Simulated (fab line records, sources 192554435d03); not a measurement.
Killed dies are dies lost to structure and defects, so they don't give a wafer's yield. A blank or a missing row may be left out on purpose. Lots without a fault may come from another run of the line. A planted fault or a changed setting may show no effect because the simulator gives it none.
Which tool did it? | flow n5_finfet | 10 lots, 28 wafers sampled, at 3 steps of a route of 1938

WHAT THE GAUGES READ, wafer by wafer
N5_STI_FIN_REVEAL_FIN_H_MEAS_10.
lot  | measured    | on     | trench_depth_nm (nm)
L809 | day 2 14:21 | ocd-02 | 51.1 51.2 51.3
L810 | day 2 18:55 | ocd-02 | 51.8 52.8
L811 | day 3 01:26 | ocd-02 | 51.7 51.7 51.6
L817 | day 4 13:49 | ocd-02 | 47.5 47.9 48.0
L819 | day 5 04:40 | ocd-01 | 48.7 47.9 46.5
L821 | day 5 16:26 | ocd-01 | 49.4 48.9 48.9
L822 | day 5 20:20 | ocd-01 | 51.4 52.8
L825 | day 6 12:38 | ocd-02 | 51.4 51.6 52.7
L826 | day 6 18:55 | ocd-01 | 51.3 52.0 51.3
L830 | day 7 20:04 | ocd-02 | 52.6 51.8 52.3

WHICH TOOL RAN EACH LOT (tool, then ch and the chambers of the sampled wafers, then the start)
lot  | N5_STI_FIN_REVEAL_CMP_04     | N5_STI_FIN_REVEAL_ETCHBACK_08
L809 | cmp-03 ch 0,1,3, day 2 10:37 | rie_diel-03 ch 1,2,3, day 2 11:08
L810 | cmp-02 ch 1,2, day 2 14:59   | rie_diel-03 ch 2,3, day 2 15:37
L811 | cmp-03 ch 0,3, day 2 21:52   | rie_diel-06 ch 0,1, day 2 22:22
L817 | cmp-04 ch 1,2, day 4 09:47   | rie_diel-03 ch 0,1,3, day 4 10:19
L819 | cmp-04 ch 0,1,2, day 4 23:37 | rie_diel-03 ch 0,1,3, day 5 00:06
L821 | cmp-04 ch 1,2,3, day 5 12:35 | rie_diel-03 ch 0,2, day 5 13:28
L822 | cmp-02 ch 0,2, day 5 16:37   | rie_diel-06 ch 1,3, day 5 17:22
L825 | cmp-02 ch 0,1,3, day 6 09:09 | rie_diel-04 ch 0,2,3, day 6 09:41
L826 | cmp-03 ch 0,1, day 6 15:07   | rie_diel-04 ch 0,2, day 6 15:56
L830 | cmp-02 ch 0,1,2, day 7 16:20 | rie_diel-06 ch 1,3, day 7 16:58
- N5_STI_FIN_REVEAL_CMP_04: polishes, stops on Si3N4, t overpolish 4 s, target thk 131.83 nm.
- N5_STI_FIN_REVEAL_ETCHBACK_08: etches SiO2 in C4F6/O2, target depth 30.5 nm, time 10.167 s.

THE ANSWER, worked out from the rows above alone
Rule: what is usual is taken from the lots themselves. Put in order of their means at a reading, lots are off if they are a third of the lots or fewer, leave a main group of 4 or more, and stand apart from it by a gap of 3 or more times the standard deviation of the main group's means; of several such gaps the widest counts. A main group whose means are all the same, to the digits that the tables above print for the reading, isn't used. A lot without any number at a reading at which 4 lots or more have one is off too. The other lots that the step has rows for count as sound.
Off: L817, L819, L821, at N5_STI_FIN_REVEAL_FIN_H_MEAS_10 (trench_depth_nm). The main group: mean 51.8 nm, standard deviation 0.37.
A tool fits if, at a process step before that reading, it ran every lot that is off, and no sound lot after the first of them. The gauges at N5_STI_FIN_REVEAL_FIN_H_MEAS_10 are tried like those tools. Can't be told from this: 2 tools fit, cmp-04 at N5_STI_FIN_REVEAL_CMP_04, rie_diel-03 at N5_STI_FIN_REVEAL_ETCHBACK_08.

WHAT THE SIMULATOR HAD PUT IN
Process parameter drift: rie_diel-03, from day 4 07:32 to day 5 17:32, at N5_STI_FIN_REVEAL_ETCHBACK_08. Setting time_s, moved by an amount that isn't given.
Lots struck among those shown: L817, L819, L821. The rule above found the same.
